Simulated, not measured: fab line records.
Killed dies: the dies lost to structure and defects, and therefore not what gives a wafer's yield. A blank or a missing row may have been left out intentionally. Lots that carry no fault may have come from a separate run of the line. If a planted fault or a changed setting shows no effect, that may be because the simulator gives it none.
fab line records    flow nand-harc
[record] lots = 11  wafers = 33  last-day = 33
route steps=1302 shown A_BONDPAD@1220 THIN_TSV@1262 END@1302
lots with no fault: from the same line, run without faults
start-h: hours from the record's opening day to when the first of the lot's shown wafers began    wait-h: how many hours have passed since the lot's step before this one    " unchanged from the row above    L1.1+2: one row covering several wafers at once    - no value, or no start given    * or withheld: withheld    < > ~ a bound
route shown NAME@n: a module of which the file shows steps, and the number in the route of the first    usual: mean/standard deviation of fault-free wafers    same: alike in all rows    chamber/n: place in a boat    sites: the reading at each site    _std_site: the values' standard deviation    _edge_site: outer sites' mean less inner sites'    radius-mm: for every site, how far away it sits from the centre of the wafer    mask NAME#n: copy n    behind: the tool/chamber that last shaped the wafer    hold: reason for holding the lot/hours on hold/outcome of the hold    device: transistor that didn't switch, given as n, p or np    end of line: tests run on the same wafers once the route is complete    where a step has no rows: the recipe by itself    killed: not the wafer's yield, but the dies lost to structure and defects at the first sort    map: dies across one wafer; x = killed, . = not, _ = none there
set.NAME: setting as actually run; set.NAME@STEP: the setting as run at that earlier step    model.NAME: the simulator's own value behind a step, which no gauge read
one table for each step of the route and one row for each wafer, over a sample of lots
services: the hour from which a tool's chamber was out of use, counted from the record's first day as start-h (under 0 if before that day), plus the number of hours and why
[[steps]]
[step NHARC_A_BONDPAD_ETCH_12]
[recipe] target-depth-a = 2200  time-s = 110  chf3-flow-sccm = 50  o2-flow-sccm = 10  ar-flow-sccm = 200  rf-w = 500  bias-w = 200  chemistry = CHF3/O2
[usual] drypump-motor-current-A = 5.7/0.32  mfc-ar-sccm = 200.0/0.55  oes-product-au = 0.943/0.026  rf-fwd-power-W = 496.5/1.9  rf-vpp-V = 370.5/2.3  showerhead-plenum-p-Torr = 2.39/0.1  throttle-valve-pct = 20.574/0.0091
lot.wafer  tool         chamber  start-h  wait-h  drypump-motor-current-A  mfc-ar-sccm  oes-product-au  rf-fwd-power-W  rf-hours-counter-h  rf-vpp-V  showerhead-plenum-p-Torr  throttle-valve-pct
L463.1     rie-diel-12  0        542.64   -       5.8                      199.3        0.923           494.5           3                   370.5     2.44                      20.582
L463.2     "            2        "        "       5.5                      199.7        0.937           494.5           3                   369.7     2.33                      20.582
L463.5     "            0        "        "       5.7                      199.8        0.921           495.4           -                   370.2     2.44                      20.570
L462.3     rie-diel-12  1        547.04   -       5.7                      200.1        1.000           495.6           3                   366.5     2.25                      20.567
L462.1     "            3        "        "       5.8                      200.2        0.973           494.4           3                   371.5     2.36                      20.581
L462.6     "            1        "        "       5.6                      200.3        0.994           496.2           -                   366.8     2.25                      20.560
L464.1     rie-diel-12  2        548.39   -       5.6                      199.8        0.937           497.3           3                   369.1     2.33                      20.570
L464.3     "            0        "        "       5.7                      200.1        0.928           495.9           3                   370.5     2.44                      20.574
L464.5     "            2        "        "       5.6                      200.0        0.941           499.5           -                   369.8     2.33                      20.578
L465.2     rie-diel-12  3        562.02   -       5.8                      200.2        0.967           497.3           3                   369.7     2.36                      20.578
L465.3     "            1        "        "       5.7                      200.4        0.957           493.3           4                   367.4     2.25                      20.576
L465.5     "            2        "        "       5.5                      200.4        0.978           498.2           -                   370.1     2.33                      20.570
L466.3     rie-diel-12  1        562.81   -       5.7                      200.3        0.932           496.2           4                   367.7     2.25                      20.580
L466.2     "            2        "        "       5.6                      200.0        0.945           497.7           4                   367.7     2.33                      20.571
L466.5     "            0        "        "       5.8                      200.3        0.926           490.7           -                   370.4     2.44                      20.568
L474.3     rie-diel-12  1        655.36   -       5.6                      199.6        0.995           494.1           1                   368.2     2.25                      20.579
L474.6     "            1        "        "       5.6                      200.3        1.001           496.8           -                   367.4     2.25                      20.585
L474.5     "            2        "        "       5.5                      200.8        0.984           496.0           -                   369.0     2.33                      20.585
L475.3     rie-diel-12  2        678.81   -       5.5                      199.9        0.990           495.6           2                   370.4     2.33                      20.554
L475.1     "            3        "        "       5.8                      199.9        0.955           496.0           2                   370.6     2.36                      20.578
L475.6     "            2        "        "       5.5                      199.4        0.987           495.8           -                   369.7     2.33                      20.572
L479.2     rie-diel-11  2        707.59   -       6.2                      200.6        0.920           498.4           29                  373.2     2.52                      20.552
L479.1     "            0        "        "       5.6                      198.5        0.910           496.2           32                  372.1     2.47                      20.580
L479.5     "            2        "        "       6.2                      200.0        0.913           497.1           -                   373.2     2.52                      20.571
L482.3     rie-diel-03  1        722.70   -       5.8                      200.2        0.920           496.8           13                  369.0     2.29                      20.578
L482.4     "            3        "        "       4.9                      200.7        0.931           499.5           11                  373.3     2.51                      20.576
L482.2     "            0        "        "       5.4                      200.9        0.936           495.0           10                  375.4     2.58                      20.578
L481.2     rie-diel-03  0        723.29   -       5.4                      198.9        0.926           495.7           10                  374.6     2.58                      20.583
L481.1     "            1        "        "       5.8                      200.7        0.913           495.2           13                  368.8     2.29                      20.571
L481.6     "            0        "        "       5.4                      200.2        0.928           495.6           -                   375.1     2.58                      20.573
L483.2     rie-diel-12  2        746.32   -       5.6                      199.6        0.937           496.7           4                   368.2     2.32                      20.572
L483.1     "            3        "        "       5.8                      199.4        0.929           493.8           4                   370.1     2.36                      20.575
L483.5     "            1        "        "       5.7                      200.0        0.952           497.1           -                   366.9     2.25                      20.572
[step NHARC_THIN_TSV_ETCH_44]
[recipe] target-depth-a = 15942  time-s = 797.1  cf4-flow-sccm = 150  o2-flow-sccm = 10  ar-flow-sccm = 0  rf-w = 300  bias-w = 800  chemistry = CF4/O2
[usual] drypump-motor-current-A = 5.9/0.51  mfc-ar-sccm = 0.005/0.0082  oes-product-au = 1.000/0.013  rf-fwd-power-W = 299.6/1  rf-vpp-V = 793/4.3  showerhead-plenum-p-Torr = 1.80/0.066  throttle-valve-pct = 16.913/0.0094
lot.wafer  tool         chamber  start-h  wait-h  drypump-motor-current-A  mfc-ar-sccm  oes-product-au  rf-fwd-power-W  rf-hours-counter-h  rf-vpp-V  showerhead-plenum-p-Torr  throttle-valve-pct
L463.2     rie-diel-09  0        557.74   0.1     6.5                      0            1.001           300.6           2.0                 786       1.71                      16.912
L463.1     "            1        "        "       5.4                      0.011        1.010           299.5           2.0                 796       1.85                      16.919
L463.5     "            0        "        "       6.5                      0            0.987           300.0           -                   786       1.71                      16.905
L462.3     rie-diel-09  0        562.86   0.2     6.5                      0            1.011           300.8           2.5                 787       1.71                      16.915
L462.1     "            1        "        "       5.4                      0.011        1.020           299.8           2.2                 797       1.85                      16.921
L462.6     "            2        "        "       4.8                      0            1.012           297.7           -                   794       1.84                      16.910
L464.1     rie-diel-09  2        565.21   0.1     4.8                      0            1.019           299.8           2.8                 794       1.83                      16.903
L464.3     "            0        "        "       6.4                      0            1.008           298.8           2.7                 784       1.71                      16.914
L464.5     "            1        "        "       5.4                      0.011        1.018           300.2           -                   796       1.85                      16.923
L465.3     rie-diel-04  1        578.90   0.1     6.4                      0            0.997           297.8           3.0                 799       1.92                      16.924
L465.2     "            3        "        "       6.5                      0            1.023           300.9           2.7                 791       1.81                      16.903
L465.5     "            0        "        "       6.0                      0            1.023           298.2           -                   788       1.72                      16.905
L466.3     rie-diel-04  1        580.04   0.1     6.4                      0            1.007           301.3           3.5                 801       1.92                      16.924
L466.2     "            2        "        "       6.1                      0.027        1.005           299.4           2.9                 792       1.80                      16.908
L466.5     "            2        "        "       6.1                      0.027        1.003           298.0           -                   793       1.80                      16.910
L474.3     rie-diel-04  3        670.42   0.1     6.5                      0            1.008           299.8           8.4                 792       1.80                      16.907
L474.5     "            3        "        "       6.5                      0            1.014           299.2           -                   793       1.80                      16.895
L474.6     "            0        "        "       6.0                      0            1.007           299.1           -                   788       1.72                      16.906
L475.3     rie-diel-04  0        696.99   0.1     6.0                      0            1.006           300.0           9.2                 787       1.71                      16.914
L475.1     "            1        "        "       6.4                      0            0.998           301.1           9.4                 801       1.92                      16.908
L475.6     "            0        "        "       6.0                      0            1.004           300.6           -                   786       1.71                      16.901
L479.2     rie-diel-02  3        728.49   0.1     6.3                      0            0.984           297.6           6.0                 797       1.86                      16.931
L479.1     "            2        "        "       5.9                      0.022        1.005           298.2           5.3                 792       1.78                      16.918
L479.5     "            0        "        "       6.3                      0.001        0.989           299.5           -                   786       1.72                      16.922
L481.1     rie-diel-04  3        737.65   0.1     6.5                      0            0.988           299.6           1.4                 794       1.80                      16.908
L481.2     "            1        "        "       6.4                      0            1.009           299.1           1.2                 799       1.92                      16.914
L481.6     "            3        "        "       6.5                      0            0.988           300.7           -                   793       1.80                      16.902
L482.2     rie-diel-02  0        738.83   0.1     6.3                      0.001        0.980           298.4           6.6                 788       1.72                      16.921
L482.4     "            1        "        "       5.7                      0.004        1.005           299.6           6.0                 800       1.92                      16.899
L482.3     "            2        "        "       5.9                      0.022        1.003           301.3           5.6                 789       1.78                      16.902
L483.2     rie-diel-04  3        763.96   0.1     6.5                      0            0.998           298.5           3.1                 793       1.80                      16.909
L483.1     "            1        "        "       6.3                      0            1.005           299.7           2.7                 799       1.92                      16.915
L483.5     "            3        "        "       6.5                      0            0.989           298.2           -                   794       1.80                      16.905
[step NHARC_THIN_TSV_ETCH_15]
[recipe] target-depth-a = 30000  bosch-target-overetch-cycles = 2  bosch-etch-step-s = 2.8  bosch-dep-step-s = 1.2  bosch-cycles = 14
[usual] drypump-motor-current-A = 5.7/0.52
lot.wafer  tool       chamber  start-h  wait-h  drypump-motor-current-A  rf-hours-counter-h
L463.2     rie-si-01  1        558.26   -       5.6                      0
L463.1     "          2        "        "       5.9                      0
L463.5     "          1        "        "       5.6                      -
L462.1     rie-si-01  2        563.32   -       5.9                      0.0
L462.3     "          3        "        "       5.2                      0.0
L462.6     "          3        "        "       5.2                      -
L464.3     rie-si-03  3        565.73   -       6.2                      1.0
L464.1     "          2        "        "       5.2                      0.9
L464.5     "          3        "        "       6.2                      -
L465.2     rie-si-01  1        579.42   -       5.6                      0.1
L465.3     "          3        "        "       5.3                      0.1
L465.5     "          1        "        "       5.6                      -
L466.3     rie-si-04  2        580.63   -       5.1                      0.4
L466.2     "          3        "        "       6.0                      0.4
L466.5     "          1        "        "       6.7                      -
L474.3     rie-si-04  2        671.02   -       5.1                      1.1
L474.5     "          1        "        "       6.6                      -
L474.6     "          2        "        "       5.0                      -
L475.3     rie-si-01  0        697.60   -       6.1                      0.7
L475.1     "          2        "        "       5.9                      0.8
L475.6     "          3        "        "       5.3                      -
L479.1     rie-si-03  3        729.07   -       6.2                      0.8
L479.2     "          0        "        "       4.7                      0.9
L479.5     "          3        "        "       6.2                      -
L481.1     rie-si-03  0        738.22   -       4.7                      0.9
L481.2     "          1        "        "       6.2                      1.0
L481.6     "          1        "        "       6.3                      -
L482.3     rie-si-04  3        739.42   -       6.0                      0.3
L482.4     "          1        "        "       6.6                      0.4
L482.2     "          2        "        "       5.0                      0.4
L483.2     rie-si-03  3        764.53   -       6.2                      0.0
L483.1     "          0        "        "       4.7                      0.1
L483.5     "          0        "        "       4.7                      -
[step NHARC_THIN_TSV_ETCHBACK_48]
[recipe] target-depth-a = 10285  over-etch-frac = 0.3  time-s = 405.17  ion-energy-ev = 250  c4f8-flow-sccm = withheld  ar-flow-sccm = withheld  rf-w = 600  bias-w = 300  chemistry = C4F8/Ar
[usual] oes-product-au = 0.95/0.035  rf-fwd-power-W = 598.9/2.1  rf-vpp-V = 546/3.3
lot.wafer  tool         chamber  start-h  wait-h  oes-product-au  rf-fwd-power-W  rf-hours-counter-h  rf-vpp-V
L463.1     rie-diel-04  3        559.81   -       1.00            604.3           1.4                 546
L463.2     "            0        "        "       1.02            599.3           1.1                 541
L463.5     "            1        "        "       0.99            598.1           -                   550
L462.1     rie-diel-04  0        564.88   0.5     1.01            597.4           1.4                 541
L462.3     "            3        "        "       1.02            599.6           1.7                 546
L462.6     "            1        "        "       1.00            600.0           -                   550
L464.3     rie-diel-04  1        567.29   0.3     0.92            595.6           2.0                 551
L464.1     "            0        "        "       0.94            595.2           1.6                 543
L464.5     "            2        "        "       0.94            600.0           -                   545
L465.3     rie-diel-02  2        580.82   -       1.01            597.3           0.1                 544
L465.2     "            3        "        "       0.98            599.1           0.2                 548
L465.5     "            2        "        "       1.01            598.2           -                   546
L466.2     rie-diel-09  2        582.11   -       0.93            600.4           3.4                 548
L466.3     "            3        "        "       0.93            598.1           3.4                 546
L466.5     "            0        "        "       0.93            598.3           -                   540
L474.3     rie-diel-09  3        672.54   -       0.93            602.5           8.4                 545
L474.6     "            0        "        "       0.93            601.2           -                   541
L474.5     "            1        "        "       0.93            599.2           -                   549
L475.1     rie-diel-09  2        699.00   -       1.00            600.3           0.7                 547
L475.3     "            3        "        "       0.98            601.2           0.8                 545
L475.6     "            3        "        "       0.98            599.8           -                   546
L479.1     rie-diel-04  3        730.53   -       0.98            595.6           0.7                 544
L479.2     "            0        "        "       0.98            595.8           0.8                 542
L479.5     "            2        "        "       1.01            602.6           -                   546
L481.2     rie-diel-04  2        739.71   -       0.97            599.7           1.5                 545
L481.1     "            3        "        "       0.96            597.9           1.8                 547
L481.6     "            0        "        "       0.96            597.8           -                   542
L482.2     rie-diel-02  3        740.84   -       0.92            598.7           6.7                 548
L482.4     "            1        "        "       0.93            601.0           6.4                 552
L482.3     "            2        "        "       0.92            597.7           5.7                 546
L483.1     rie-diel-02  1        765.95   -       0.98            596.0           0.3                 550
L483.2     "            2        "        "       0.99            599.9           0.3                 544
L483.5     "            1        "        "       0.99            598.6           -                   551
[step NHARC_END_SORT_01]
[recipe] temp-c = 25
[usual] defect-limited-yield = 91.0/2.5  killed-at-array = 56/17  killed-at-other = 0.9/1.2  killed-at-periphery = 3.9/2.5  killed-dies = 61/17  killed-open = 3.2/1.8  killed-short = 2.7/1.7
[same] gross-dies = 677
lot.wafer  tool       chamber  start-h  wait-h  defect-limited-yield[%]  killed-at-array  killed-at-other  killed-at-periphery  killed-dies  killed-open  killed-short
L464.1     prober-02  0        577.79   2.5     77.4                     153              0                0                    153          4            1
L464.3     prober-02  0        579.39   3.1     92.3                     49               0                3                    52           4            2
L464.5     prober-02  0        580.99   3.7     77.7                     149              0                2                    151          2            2
L465.2     prober-01  0        594.45   2.8     90.0                     62               2                4                    68           2            2
L465.3     prober-01  0        595.25   3.1     86.9                     79               5                5                    89           5            1
L465.5     prober-01  0        596.85   3.7     75.3                     158              3                6                    167          2            2
L466.2     prober-02  0        594.51   2.8     73.3                     177              0                4                    181          5            6
L466.3     prober-02  0        595.31   3.1     89.1                     65               0                9                    74           3            6
L466.5     prober-02  0        596.91   3.7     89.1                     65               1                8                    74           8            3
L474.3     prober-02  0        686.71   3.1     92.6                     48               0                2                    50           0            1
L475.1     prober-02  0        710.60   2.5     89.1                     65               1                8                    74           4            5
L475.3     prober-02  0        712.18   3.1     95.3                     28               1                3                    32           4            1
L475.6     prober-02  0        714.56   4.0     94.1                     37               1                2                    40           3            4
L481.1     prober-01  0        752.19   2.5     90.3                     64               1                1                    66           2            2
L481.2     prober-01  0        752.97   2.8     92.2                     52               0                1                    53           5            1
L481.6     prober-01  0        756.13   3.9     92.8                     43               2                4                    49           5            4
// killed by level:class
L464.1 A_BONDPAD:unspecified=103 A_CHANNEL_HOLE_D2:chamber-film-flake=37 A_STAIRCASE:chamber-film-flake=3 A_M0:geometric-particle:open=2 A_CONTACT:chamber-film-flake=2 A_DECK1_JOINT:geometric-particle:open=1 A_WL_FILL:geometric-particle:short=1 A_CONTACT:geometric-particle:open=1
L464.3 A_CHANNEL_HOLE_D2:chamber-film-flake=31 A_CHANNEL_FILL_D2:chamber-film-flake=4 A_CHANNEL_HOLE_D1:chamber-film-flake=3 A_STAIRCASE:chamber-film-flake=2 A_CONTACT:chamber-film-flake=2 P_M1:geometric-particle:open=1 A_ONON_D1:geometric-particle:open=1 A_CHANNEL_HOLE_D2:geometric-particle:short=1
L464.5 A_BONDPAD:unspecified=108 A_CHANNEL_HOLE_D2:chamber-film-flake=33 A_STAIRCASE:chamber-film-flake=2 P_STI:geometric-particle:short=1 P_M2:geometric-particle:short=1 A_ONON_D1:geometric-particle:open=1 A_CHANNEL_FILL_D2:geometric-particle:open=1 A_CHANNEL_HOLE_D1:chamber-film-flake=1
L465.2 A_CHANNEL_HOLE_D1:chamber-film-flake=31 A_SLIT:chamber-film-flake=16 P_GATE:chamber-film-flake=3 A_CHANNEL_HOLE_D2:chamber-film-flake=3 A_CONTACT:chamber-film-flake=3 A_STAIRCASE:chamber-film-flake=2 A_BLC:chamber-film-flake=2 THIN_TSV:chamber-film-flake=2
L466.2 A_BONDPAD:unspecified=107 A_CHANNEL_HOLE_D1:chamber-film-flake=28 A_CHANNEL_HOLE_D2:chamber-film-flake=24 A_CHANNEL_FILL_D2:geometric-particle:open=3 A_CHANNEL_FILL_D2:geometric-particle:short=3 A_CHANNEL_FILL_D2:chamber-film-flake=3 A_ONON_D2:geometric-particle:short=2 A_SLIT:chamber-film-flake=2
L465.3 A_CHANNEL_HOLE_D1:chamber-film-flake=37 A_SLIT:chamber-film-flake=28 THIN_TSV:chamber-film-flake=5 A_CHANNEL_HOLE_D2:chamber-film-flake=4 P_GATE:chamber-film-flake=3 A_CONTACT:chamber-film-flake=3 A_STAIRCASE:chamber-film-flake=2 P_CONTACT:geometric-particle:open=1
L466.3 A_CHANNEL_HOLE_D1:chamber-film-flake=25 A_CHANNEL_HOLE_D2:chamber-film-flake=21 P_ZERO_WELL:chamber-film-flake=4 P_BONDPAD:chamber-film-flake=4 A_CHANNEL_FILL_D2:chamber-film-flake=3 A_SLIT:chamber-film-flake=3 A_CHANNEL_FILL_D2:geometric-particle:short=2 A_WL_FILL:geometric-particle:short=2
L465.5 A_BONDPAD:unspecified=97 A_CHANNEL_HOLE_D1:chamber-film-flake=34 A_SLIT:chamber-film-flake=9 A_STAIRCASE:chamber-film-flake=5 P_GATE:chamber-film-flake=4 A_CHANNEL_HOLE_D2:chamber-film-flake=4 A_CONTACT:chamber-film-flake=3 THIN_TSV:chamber-film-flake=3
L466.5 A_CHANNEL_HOLE_D2:chamber-film-flake=28 A_CHANNEL_HOLE_D1:chamber-film-flake=23 A_CHANNEL_FILL_D2:chamber-film-flake=4 P_GATE:geometric-particle:open=2 P_BONDPAD:chamber-film-flake=2 A_STAIRCASE:chamber-film-flake=2 A_CONTACT:chamber-film-flake=2 P_M1:geometric-particle:open=1
L474.3 A_CHANNEL_HOLE_D1:chamber-film-flake=27 A_SGD_CUT:chamber-film-flake=8 A_SLIT:chamber-film-flake=7 A_CONTACT:chamber-film-flake=3 A_ONON_D2:geometric-particle:short=1 P_STI:chamber-film-flake=1 P_GATE:chamber-film-flake=1 A_ZERO_WELL:chamber-film-flake=1
L475.1 A_SLIT:chamber-film-flake=27 A_CHANNEL_HOLE_D2:chamber-film-flake=15 A_CONTACT:chamber-film-flake=8 P_GATE:chamber-film-flake=5 A_CHANNEL_HOLE_D1:chamber-film-flake=3 P_M0:geometric-particle:short=2 A_M1:chamber-film-flake=2 A_DECK1_JOINT:geometric-particle:short=1
L475.3 A_SLIT:chamber-film-flake=14 A_CHANNEL_HOLE_D1:chamber-film-flake=4 A_CHANNEL_HOLE_D2:chamber-film-flake=3 A_M0:geometric-particle:open=2 A_CONTACT:chamber-film-flake=2 P_GATE:geometric-particle:short=1 A_CONTACT:geometric-particle:open=1 STARTING-WAFER:geometric-particle:open=1
L475.6 A_SLIT:chamber-film-flake=14 A_CHANNEL_HOLE_D2:chamber-film-flake=9 A_CHANNEL_HOLE_D1:chamber-film-flake=4 A_WL_FILL:geometric-particle:short=2 P_GATE:chamber-film-flake=2 A_DECK1_JOINT:geometric-particle:short=1 A_CHANNEL_HOLE_D2:geometric-particle:open=1 A_SGD_CUT:geometric-particle:short=1
L481.1 A_CHANNEL_HOLE_D2:chamber-film-flake=32 A_CHANNEL_HOLE_D1:chamber-film-flake=14 A_SLIT:chamber-film-flake=4 A_DECK1_JOINT:chamber-film-flake=3 A_STAIRCASE:chamber-film-flake=3 A_CONTACT:chamber-film-flake=3 A_ONON_D1:geometric-particle:short=1 A_DECK1_JOINT:geometric-particle:open=1
L481.2 A_CHANNEL_HOLE_D1:chamber-film-flake=19 A_CHANNEL_HOLE_D2:chamber-film-flake=13 A_DECK1_JOINT:chamber-film-flake=5 A_STAIRCASE:chamber-film-flake=4 A_SLIT:chamber-film-flake=3 A_ONON_D2:geometric-particle:open=2 A_ONON_D1:geometric-particle:short=1 A_ONON_D1:geometric-particle:open=1
L481.6 A_CHANNEL_HOLE_D2:chamber-film-flake=13 A_SLIT:chamber-film-flake=8 A_CHANNEL_HOLE_D1:chamber-film-flake=7 A_ZERO_WELL:chamber-film-flake=2 A_CHANNEL_FILL_D1:chamber-film-flake=2 A_STAIRCASE:chamber-film-flake=2 A_WL_FILL:chamber-film-flake=2 P_STI:geometric-particle:open=1
[[services]]
tool         chamber  start-h  hours  kind
rie-diel-04  -        531.90   9.0    pm
rie-si-01    -        547.00   9.0    pm
rie-diel-12  0        553.32   9.2    repair
rie-diel-09  -        560.14   0.2    repair
rie-diel-02  -        562.29   1.1    repair
rie-diel-04  2        569.69   3.6    repair
rie-diel-02  -        570.70   9.0    pm
rie-diel-12  2        572.40   10.1   repair
rie-si-03    -        575.00   9.0    pm
rie-diel-12  -        601.09   12.4   repair
rie-diel-02  0        613.02   13.6   repair
rie-diel-09  -        613.93   0.1    repair
rie-diel-09  2        615.66   3.9    repair
rie-diel-09  0        621.43   15.2   repair
rie-diel-12  -        622.40   9.0    pm
rie-diel-09  1        648.29   4.8    repair
rie-diel-02  1        650.13   5.1    repair
rie-diel-09  -        674.10   9.0    pm
rie-diel-04  2        694.33   12.6   repair
rie-diel-04  -        708.90   9.0    pm
rie-diel-09  0        715.93   22.1   repair
rie-diel-02  -        747.70   9.0    pm
rie-diel-04  0        754.63   9.0    repair
rie-diel-09  1        756.22   18.0   repair
[[key]]
[first-sign] step = NHARC_END_SORT_01  reading = killed-at-array  direction = up  sigmas = 6.1  usual = 56  struck = 159
[effect] step = NHARC_END_SORT_01  reading = defect-limited-yield  direction = down  sigmas = 6  usual = 91.0  struck = 75.9
[more-kills-born-at] NHARC_A_BONDPAD_ETCH_12@rie-diel-12 = 415
met-at NHARC_A_BONDPAD_ETCH_12
struck-lots L464,L465,L466
struck-wafers L464.1,L464.5,L465.5,L466.2
not-acting-at NHARC_THIN_TSV_ETCH_44,NHARC_THIN_TSV_ETCH_15,NHARC_THIN_TSV_ETCHBACK_48
onset-between 542.64 548.39
[fault] kind = chamber-particle-source  tool = rie-diel-12  chamber = 2  onset-h = 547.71  steps = NHARC_A_BONDPAD_ETCH_12  rate-per-visit-cm2 = 1.9901  end-h = 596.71
